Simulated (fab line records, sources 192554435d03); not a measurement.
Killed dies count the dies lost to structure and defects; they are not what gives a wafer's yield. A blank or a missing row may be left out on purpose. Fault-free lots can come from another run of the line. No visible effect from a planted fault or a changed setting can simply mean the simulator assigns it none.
Matching of chambers / flow n5-finfet / cmp-01 running N5_ILD0_CMP_07: 4 sister chambers
The step polishes SiO2 flowable, stops on poly-Si, t overpolish 1.18 s, target thk 138.88 nm. 8 wafers are shown with their chamber, then 12 later ones without.

WAFERS WITH THEIR CHAMBER
wafer=L086.1; chamber=1; platen-rpm (rpm)=51.81; motor-current-A (A)=12.6
wafer=L086.2; chamber=0; platen-rpm (rpm)=51.73; motor-current-A (A)=11.1
wafer=L088.1; chamber=2; platen-rpm (rpm)=51.75; motor-current-A (A)=12.0
wafer=L088.4; chamber=3; platen-rpm (rpm)=51.83; motor-current-A (A)=11.9
wafer=L088.5; chamber=2; platen-rpm (rpm)=51.74; motor-current-A (A)=12.1
wafer=L089.1; chamber=3; platen-rpm (rpm)=51.84; motor-current-A (A)=12.1
wafer=L089.3; chamber=1; platen-rpm (rpm)=51.86; motor-current-A (A)=11.6
wafer=L089.6; chamber=0; platen-rpm (rpm)=51.78; motor-current-A (A)=12.2

WAFERS WITH NO CHAMBER GIVEN
wafer=L090.3; platen-rpm (rpm)=51.81; motor-current-A (A)=11.9
wafer=L090.4; platen-rpm (rpm)=51.78; motor-current-A (A)=11.8
wafer=L090.6; platen-rpm (rpm)=51.77; motor-current-A (A)=11.6
wafer=L091.1; platen-rpm (rpm)=51.80; motor-current-A (A)=11.2
wafer=L091.2; platen-rpm (rpm)=51.78; motor-current-A (A)=11.8
wafer=L091.6; platen-rpm (rpm)=51.79; motor-current-A (A)=12.1
wafer=L092.1; platen-rpm (rpm)=51.72; motor-current-A (A)=12.2
wafer=L092.2; platen-rpm (rpm)=51.80; motor-current-A (A)=12.0
wafer=L092.3; platen-rpm (rpm)=51.81; motor-current-A (A)=11.7
wafer=L095.1; platen-rpm (rpm)=51.80; motor-current-A (A)=12.1
wafer=L095.4; platen-rpm (rpm)=51.83; motor-current-A (A)=11.6
wafer=L095.5; platen-rpm (rpm)=51.72; motor-current-A (A)=11.9

CHAMBER TAKEN BY EACH
wafer=L090.3; from the rows above=can't be placed: 3 or 1 or 0 or 2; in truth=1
wafer=L090.4; from the rows above=can't be placed: 0 or 2 or 3 or 1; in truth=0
wafer=L090.6; from the rows above=can't be placed: 0 or 2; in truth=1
wafer=L091.1; from the rows above=can't be placed: 0 or 3 or 1 or 2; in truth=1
wafer=L091.2; from the rows above=can't be placed: 0 or 2 or 3 or 1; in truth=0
wafer=L091.6; from the rows above=can't be placed: 0 or 1 or 2 or 3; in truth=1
wafer=L092.1; from the rows above=can't be placed: 2 or 0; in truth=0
wafer=L092.2; from the rows above=can't be placed: 3 or 1 or 0 or 2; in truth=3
wafer=L092.3; from the rows above=can't be placed: 3 or 1 or 0 or 2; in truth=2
wafer=L095.1; from the rows above=can't be placed: 1 or 3 or 0 or 2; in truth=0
wafer=L095.4; from the rows above=can't be placed: 3 or 1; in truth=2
wafer=L095.5; from the rows above=can't be placed: 2 or 0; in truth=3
0 of 12 placed correctly. From these rows, 12 cannot be placed; in 9 the true chamber is one of the candidates. Number placed wrongly: 0.
How it was worked out, from the rows above alone: a wafer's distance from a chamber is the root of the sum, over the readings, of the square of ((its reading less the chamber's mean) divided by the reading's scatter). If the next closest chamber is less than 2 further off than the closest, the wafer can't be placed; otherwise it belongs to the closest. The mean given for a chamber averages the wafers shown for that chamber. The scatter: take each reading less its chamber's mean, square it, sum over the shown wafers, divide by the number of wafers less the number of chambers, and take the root.
